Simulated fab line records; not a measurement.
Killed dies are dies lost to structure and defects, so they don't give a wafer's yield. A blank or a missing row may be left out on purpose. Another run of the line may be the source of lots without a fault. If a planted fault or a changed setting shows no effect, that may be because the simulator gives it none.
The tool behind it: which one? / flow nand harc / Sampling: 24 lots, 72 wafers, 3 of 1302 route steps

WHAT THE GAUGES READ, wafer by wafer
NHARC_A_WL_FILL_INSPECT_15.
lot=L074; measured=day 21 00:45; on=defect inspect-02; raw defect count=496 904 595
lot=L076; measured=day 21 20:34; on=defect inspect-02; raw defect count=378 327 311
lot=L077; measured=day 21 23:34; on=defect inspect-01; raw defect count=389 393 410
lot=L078; measured=day 22 10:28; on=defect inspect-01; raw defect count=587 362 573
lot=L079; measured=day 23 00:19; on=defect inspect-02; raw defect count=317 327 330
lot=L075; measured=day 24 02:44; on=defect inspect-01; raw defect count=475 790 648
lot=L081; measured=day 24 02:37; on=defect inspect-02; raw defect count=400 336 267
lot=L082; measured=day 24 12:55; on=defect inspect-01; raw defect count=546 524 458
lot=L080; measured=day 24 12:54; on=defect inspect-02; raw defect count=351 405 414
lot=L083; measured=day 25 01:23; on=defect inspect-01; raw defect count=513 403 680
lot=L084; measured=day 25 01:21; on=defect inspect-02; raw defect count=231 336 321
lot=L085; measured=day 25 21:25; on=defect inspect-02; raw defect count=439 359 324
lot=L086; measured=day 26 07:20; on=defect inspect-01; raw defect count=413 486 535
lot=L087; measured=day 26 21:36; on=defect inspect-01; raw defect count=424 577 494
lot=L089; measured=day 27 06:45; on=defect inspect-01; raw defect count=450 537 563
lot=L090; measured=day 27 06:52; on=defect inspect-01; raw defect count=499 401 397
lot=L088; measured=day 27 09:46; on=defect inspect-01; raw defect count=440 458 538
lot=L092; measured=day 27 19:28; on=defect inspect-01; raw defect count=437 516 402
lot=L091; measured=day 27 19:37; on=defect inspect-02; raw defect count=537 414 438
lot=L093; measured=day 28 19:10; on=defect inspect-01; raw defect count=452 476 517
lot=L095; measured=day 30 02:40; on=defect inspect-01; raw defect count=323 417 415
lot=L094; measured=day 30 02:47; on=defect inspect-01; raw defect count=474 567 693
lot=L096; measured=day 30 02:40; on=defect inspect-02; raw defect count=443 352 282
lot=L097; measured=day 30 13:44; on=defect inspect-02; raw defect count=355 434 438

EACH LOT AND THE TOOL THAT RAN IT (in order: tool; ch and the chambers of the sampled wafers; start)
lot=L074; NHARC_A_WL_FILL_CVD_03=cvd w-01 ch 0,1, day 20 07:26; NHARC_A_WL_FILL_CVD_20=cvd w-01 ch 0,1, day 21 00:45 or earlier
lot=L076; NHARC_A_WL_FILL_CVD_03=cvd w-02 ch 0,1, day 21 03:45; NHARC_A_WL_FILL_CVD_20=cvd w-01 ch 0,1, day 21 20:34 or earlier
lot=L077; NHARC_A_WL_FILL_CVD_03=cvd w-01 ch 0,1, day 21 03:55; NHARC_A_WL_FILL_CVD_20=cvd w-01 ch 0,1, day 21 23:34 or earlier
lot=L078; NHARC_A_WL_FILL_CVD_03=cvd w-01 ch 0,1, day 21 17:14; NHARC_A_WL_FILL_CVD_20=cvd w-02 ch 0,1, day 22 10:28 or earlier
lot=L079; NHARC_A_WL_FILL_CVD_03=cvd w-02 ch 0,1, day 22 07:12; NHARC_A_WL_FILL_CVD_20=cvd w-02 ch 1, day 23 00:19 or earlier
lot=L075; NHARC_A_WL_FILL_CVD_03=cvd w-01 ch 0,1, day 23 09:23; NHARC_A_WL_FILL_CVD_20=cvd w-02 ch 0,1, day 24 02:44 or earlier
lot=L081; NHARC_A_WL_FILL_CVD_03=cvd w-02 ch 0,1, day 23 09:34; NHARC_A_WL_FILL_CVD_20=cvd w-02 ch 0,1, day 24 02:37 or earlier
lot=L082; NHARC_A_WL_FILL_CVD_03=cvd w-02 ch 0,1, day 23 19:07; NHARC_A_WL_FILL_CVD_20=cvd w-01 ch 0,1, day 24 12:55 or earlier
lot=L080; NHARC_A_WL_FILL_CVD_03=cvd w-02 ch 1, day 23 19:25; NHARC_A_WL_FILL_CVD_20=cvd w-02 ch 0,1, day 24 12:54 or earlier
lot=L083; NHARC_A_WL_FILL_CVD_03=cvd w-02 ch 0,1, day 24 04:47; NHARC_A_WL_FILL_CVD_20=cvd w-01 ch 0,1, day 25 01:23 or earlier
lot=L084; NHARC_A_WL_FILL_CVD_03=cvd w-02 ch 0,1, day 24 07:26; NHARC_A_WL_FILL_CVD_20=cvd w-02 ch 0,1, day 25 01:21 or earlier
lot=L085; NHARC_A_WL_FILL_CVD_03=cvd w-01 ch 0,1, day 25 04:36; NHARC_A_WL_FILL_CVD_20=cvd w-02 ch 1, day 25 21:25 or earlier
lot=L086; NHARC_A_WL_FILL_CVD_03=cvd w-02 ch 0, day 25 11:47; NHARC_A_WL_FILL_CVD_20=cvd w-02 ch 0,1, day 26 07:20 or earlier
lot=L087; NHARC_A_WL_FILL_CVD_03=cvd w-01 ch 0,1, day 26 03:10; NHARC_A_WL_FILL_CVD_20=cvd w-01 ch 1, day 26 21:36 or earlier
lot=L089; NHARC_A_WL_FILL_CVD_03=cvd w-02 ch 0,1, day 26 10:22; NHARC_A_WL_FILL_CVD_20=cvd w-01 ch 0,1, day 27 06:45 or earlier
lot=L090; NHARC_A_WL_FILL_CVD_03=cvd w-01 ch 0, day 26 15:38; NHARC_A_WL_FILL_CVD_20=cvd w-01 ch 1, day 27 06:52 or earlier
lot=L088; NHARC_A_WL_FILL_CVD_03=cvd w-02 ch 0,1, day 26 15:50; NHARC_A_WL_FILL_CVD_20=cvd w-01 ch 0,1, day 27 09:46 or earlier
lot=L092; NHARC_A_WL_FILL_CVD_03=cvd w-02 ch 0,1, day 26 23:41; NHARC_A_WL_FILL_CVD_20=cvd w-01 ch 0,1, day 27 19:28 or earlier
lot=L091; NHARC_A_WL_FILL_CVD_03=cvd w-01 ch 0,1, day 26 23:52; NHARC_A_WL_FILL_CVD_20=cvd w-01 ch 1, day 27 19:37 or earlier
lot=L093; NHARC_A_WL_FILL_CVD_03=cvd w-01 ch 0,1, day 27 23:50; NHARC_A_WL_FILL_CVD_20=cvd w-02 ch 0,1, day 28 19:10 or earlier
lot=L095; NHARC_A_WL_FILL_CVD_03=cvd w-02 ch 0,1, day 29 06:25; NHARC_A_WL_FILL_CVD_20=cvd w-02 ch 0,1, day 30 02:40 or earlier
lot=L094; NHARC_A_WL_FILL_CVD_03=cvd w-01 ch 0,1, day 29 08:18; NHARC_A_WL_FILL_CVD_20=cvd w-02 ch 0, day 30 02:47 or earlier
lot=L096; NHARC_A_WL_FILL_CVD_03=cvd w-01 ch 0,1, day 29 10:57; NHARC_A_WL_FILL_CVD_20=cvd w-01 ch 1, day 30 02:40 or earlier
lot=L097; NHARC_A_WL_FILL_CVD_03=cvd w-02 ch 0,1, day 29 20:50; NHARC_A_WL_FILL_CVD_20=cvd w-01 ch 0,1, day 30 13:44 or earlier
- NHARC_A_WL_FILL_CVD_03: deposits W, target thk 40 nm, time 279 s.
- NHARC_A_WL_FILL_CVD_20: deposits W, target thk 100 nm, time 74 s.

WHAT THE TOOLS THEMSELVES READ (means of the sampled wafers that have a number; where no wafer has one, the mark that the record gives instead)
NHARC_A_WL_FILL_CVD_03.
lot=L074; tool=cvd w-01; heater power w (W)=457; mfc wf6 sccm (sccm)=39.93; throttle valve pct (%)=7.8
lot=L076; tool=cvd w-02; heater power w (W)=442; mfc wf6 sccm (sccm)=39.98; throttle valve pct (%)=7.9
lot=L077; tool=cvd w-01; heater power w (W)=445; mfc wf6 sccm (sccm)=40.00; throttle valve pct (%)=8.1
lot=L078; tool=cvd w-01; heater power w (W)=468; mfc wf6 sccm (sccm)=40.04; throttle valve pct (%)=8.0
lot=L079; tool=cvd w-02; heater power w (W)=443; mfc wf6 sccm (sccm)=40.13; throttle valve pct (%)=7.9
lot=L075; tool=cvd w-01; heater power w (W)=464; mfc wf6 sccm (sccm)=40.05; throttle valve pct (%)=7.9
lot=L081; tool=cvd w-02; heater power w (W)=445; mfc wf6 sccm (sccm)=40.18; throttle valve pct (%)=7.9
lot=L082; tool=cvd w-02; heater power w (W)=444; mfc wf6 sccm (sccm)=40.07; throttle valve pct (%)=7.8
lot=L080; tool=cvd w-02; heater power w (W)=455; mfc wf6 sccm (sccm)=39.87; throttle valve pct (%)=7.9
lot=L083; tool=cvd w-02; heater power w (W)=440; mfc wf6 sccm (sccm)=40.05; throttle valve pct (%)=8.0
lot=L084; tool=cvd w-02; heater power w (W)=444; mfc wf6 sccm (sccm)=40.11; throttle valve pct (%)=8.0
lot=L085; tool=cvd w-01; heater power w (W)=446; mfc wf6 sccm (sccm)=40.02; throttle valve pct (%)=8.0
lot=L086; tool=cvd w-02; heater power w (W)=442; mfc wf6 sccm (sccm)=40.04; throttle valve pct (%)=8.1
lot=L087; tool=cvd w-01; heater power w (W)=449; mfc wf6 sccm (sccm)=40.10; throttle valve pct (%)=7.8
lot=L089; tool=cvd w-02; heater power w (W)=450; mfc wf6 sccm (sccm)=39.98; throttle valve pct (%)=7.8
lot=L090; tool=cvd w-01; heater power w (W)=438; mfc wf6 sccm (sccm)=39.99; throttle valve pct (%)=8.3
lot=L088; tool=cvd w-02; heater power w (W)=446; mfc wf6 sccm (sccm)=40.00; throttle valve pct (%)=8.0
lot=L092; tool=cvd w-02; heater power w (W)=457; mfc wf6 sccm (sccm)=40.05; throttle valve pct (%)=7.9
lot=L091; tool=cvd w-01; heater power w (W)=456; mfc wf6 sccm (sccm)=39.94; throttle valve pct (%)=7.7
lot=L093; tool=cvd w-01; heater power w (W)=443; mfc wf6 sccm (sccm)=40.00; throttle valve pct (%)=8.2
lot=L095; tool=cvd w-02; heater power w (W)=467; mfc wf6 sccm (sccm)=39.92; throttle valve pct (%)=8.0
lot=L094; tool=cvd w-01; heater power w (W)=454; mfc wf6 sccm (sccm)=39.98; throttle valve pct (%)=8.1
lot=L096; tool=cvd w-01; heater power w (W)=451; mfc wf6 sccm (sccm)=40.10; throttle valve pct (%)=8.1
lot=L097; tool=cvd w-02; heater power w (W)=454; mfc wf6 sccm (sccm)=40.08; throttle valve pct (%)=7.8

NHARC_A_WL_FILL_CVD_20.
lot=L074; tool=cvd w-01; heater power w (W)=829; mfc wf6 sccm (sccm)=39.85; throttle valve pct (%)=7.7
lot=L076; tool=cvd w-01; heater power w (W)=796; mfc wf6 sccm (sccm)=39.75; throttle valve pct (%)=8.2
lot=L077; tool=cvd w-01; heater power w (W)=794; mfc wf6 sccm (sccm)=39.85; throttle valve pct (%)=8.2
lot=L078; tool=cvd w-02; heater power w (W)=782; mfc wf6 sccm (sccm)=39.91; throttle valve pct (%)=7.7
lot=L079; tool=cvd w-02; heater power w (W)=790; mfc wf6 sccm (sccm)=40.07; throttle valve pct (%)=7.7
lot=L075; tool=cvd w-02; heater power w (W)=784; mfc wf6 sccm (sccm)=39.98; throttle valve pct (%)=8.0
lot=L081; tool=cvd w-02; heater power w (W)=790; mfc wf6 sccm (sccm)=39.91; throttle valve pct (%)=7.9
lot=L082; tool=cvd w-01; heater power w (W)=804; mfc wf6 sccm (sccm)=39.93; throttle valve pct (%)=8.1
lot=L080; tool=cvd w-02; heater power w (W)=790; mfc wf6 sccm (sccm)=40.08; throttle valve pct (%)=7.9
lot=L083; tool=cvd w-01; heater power w (W)=826; mfc wf6 sccm (sccm)=40.01; throttle valve pct (%)=7.9
lot=L084; tool=cvd w-02; heater power w (W)=790; mfc wf6 sccm (sccm)=40.08; throttle valve pct (%)=7.9
lot=L085; tool=cvd w-02; heater power w (W)=805; mfc wf6 sccm (sccm)=40.05; throttle valve pct (%)=7.7
lot=L086; tool=cvd w-02; heater power w (W)=801; mfc wf6 sccm (sccm)=39.93; throttle valve pct (%)=8.0
lot=L087; tool=cvd w-01; heater power w (W)=830; mfc wf6 sccm (sccm)=39.94; throttle valve pct (%)=7.4
lot=L089; tool=cvd w-01; heater power w (W)=822; mfc wf6 sccm (sccm)=39.89; throttle valve pct (%)=7.7
lot=L090; tool=cvd w-01; heater power w (W)=848; mfc wf6 sccm (sccm)=40.06; throttle valve pct (%)=7.4
lot=L088; tool=cvd w-01; heater power w (W)=803; mfc wf6 sccm (sccm)=40.02; throttle valve pct (%)=8.2
lot=L092; tool=cvd w-01; heater power w (W)=810; mfc wf6 sccm (sccm)=39.98; throttle valve pct (%)=8.1
lot=L091; tool=cvd w-01; heater power w (W)=823; mfc wf6 sccm (sccm)=40.08; throttle valve pct (%)=7.4
lot=L093; tool=cvd w-02; heater power w (W)=798; mfc wf6 sccm (sccm)=40.11; throttle valve pct (%)=8.0
lot=L095; tool=cvd w-02; heater power w (W)=799; mfc wf6 sccm (sccm)=39.98; throttle valve pct (%)=8.1
lot=L094; tool=cvd w-02; heater power w (W)=781; mfc wf6 sccm (sccm)=39.99; throttle valve pct (%)=8.2
lot=L096; tool=cvd w-01; heater power w (W)=846; mfc wf6 sccm (sccm)=40.02; throttle valve pct (%)=7.4
lot=L097; tool=cvd w-01; heater power w (W)=790; mfc wf6 sccm (sccm)=40.02; throttle valve pct (%)=8.1

THE ANSWER, worked out from the rows above alone
Rule: the usual values come from the lots themselves. The widest of any qualifying gaps counts: lots, ordered by their means at a reading, are off when they make up no more than a third of the lots, leave a main group of 4 or more, and stand apart from it by 3 or more times the standard deviation of that group's means. A main group whose means are all the same, to the digits that the tables above print for the reading, isn't used. A lot without any number at a reading at which 4 lots or more have one is off too. All remaining lots with rows at the step are treated as sound. After the gauges, taken in route order, come the tools' own readings; for these a lot's mean is taken, as printed above. The first step at which some lot is off is used, and at that step the reading that is off furthest; a lot without a number counts as furthest.
No lot is off on any of the readings shown, so nothing can be concluded from this.

WHAT HAD BEEN PUT IN BY THE SIMULATOR
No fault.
